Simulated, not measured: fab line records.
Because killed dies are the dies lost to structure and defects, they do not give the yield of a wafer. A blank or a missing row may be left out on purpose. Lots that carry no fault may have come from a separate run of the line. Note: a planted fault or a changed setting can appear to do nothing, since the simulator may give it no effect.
Matching of chambers / flow n5_finfet / 3 sister chambers for N5_BEOL_M9_CURE_72 on uv_cure-01
The step cures SiCOH lowk, time 120 s. 3 wafers are shown with their chamber, then 12 later ones without.

## WAFERS WITH THEIR CHAMBER
wafer=L075.6 chamber=2 wafer_temp_C_max=371.1
wafer=L086.4 chamber=1 wafer_temp_C_max=371.2
wafer=L089.6 chamber=0 wafer_temp_C_max=371.2

## WAFERS WHOSE CHAMBER IS MISSING
wafer=L091.1 wafer_temp_C_max=370.8
wafer=L091.4 wafer_temp_C_max=370.7
wafer=L091.5 wafer_temp_C_max=370.7
wafer=L093.1 wafer_temp_C_max=370.8
wafer=L093.4 wafer_temp_C_max=371.5
wafer=L093.6 wafer_temp_C_max=371.6
wafer=L096.1 wafer_temp_C_max=371.7
wafer=L096.3 wafer_temp_C_max=371.3
wafer=L096.5 wafer_temp_C_max=371.1
wafer=L095.3 wafer_temp_C_max=371.4
wafer=L095.5 wafer_temp_C_max=371.2
wafer=L095.6 wafer_temp_C_max=371.4

## WHICH CHAMBER EACH ONE RAN IN
wafer=L091.1; from the rows above=can't be placed: 2 or 0 or 1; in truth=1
wafer=L091.4; from the rows above=can't be placed: 2 or 0 or 1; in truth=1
wafer=L091.5; from the rows above=can't be placed: 2 or 0 or 1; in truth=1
wafer=L093.1; from the rows above=can't be placed: 2 or 0 or 1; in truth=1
wafer=L093.4; from the rows above=can't be placed: 0 or 1 or 2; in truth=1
wafer=L093.6; from the rows above=can't be placed: 0 or 1 or 2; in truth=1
wafer=L096.1; from the rows above=can't be placed: 0 or 1 or 2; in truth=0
wafer=L096.3; from the rows above=can't be placed: 0 or 1 or 2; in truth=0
wafer=L096.5; from the rows above=can't be placed: 2 or 0 or 1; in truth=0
wafer=L095.3; from the rows above=can't be placed: 0 or 1 or 2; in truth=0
wafer=L095.5; from the rows above=can't be placed: 0 or 1 or 2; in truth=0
wafer=L095.6; from the rows above=can't be placed: 0 or 1 or 2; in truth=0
Placed correctly: 0 of 12. Unplaceable from these rows: 12, with the true chamber sitting among the candidates in 12. Wrongly placed: 0.
How it was worked out, from the rows above alone: a wafer's distance from a chamber is the root of the sum, over the readings, of the square of ((its reading less the chamber's mean) divided by the reading's scatter). The wafer belongs to the nearest chamber; if the next one is less than 2 further off, it can't be placed. A chamber's mean is the mean of its shown wafers. The scatter: with one shown wafer a chamber, the root of the mean of the squares of how far each hidden wafer lies from its nearest shown one.
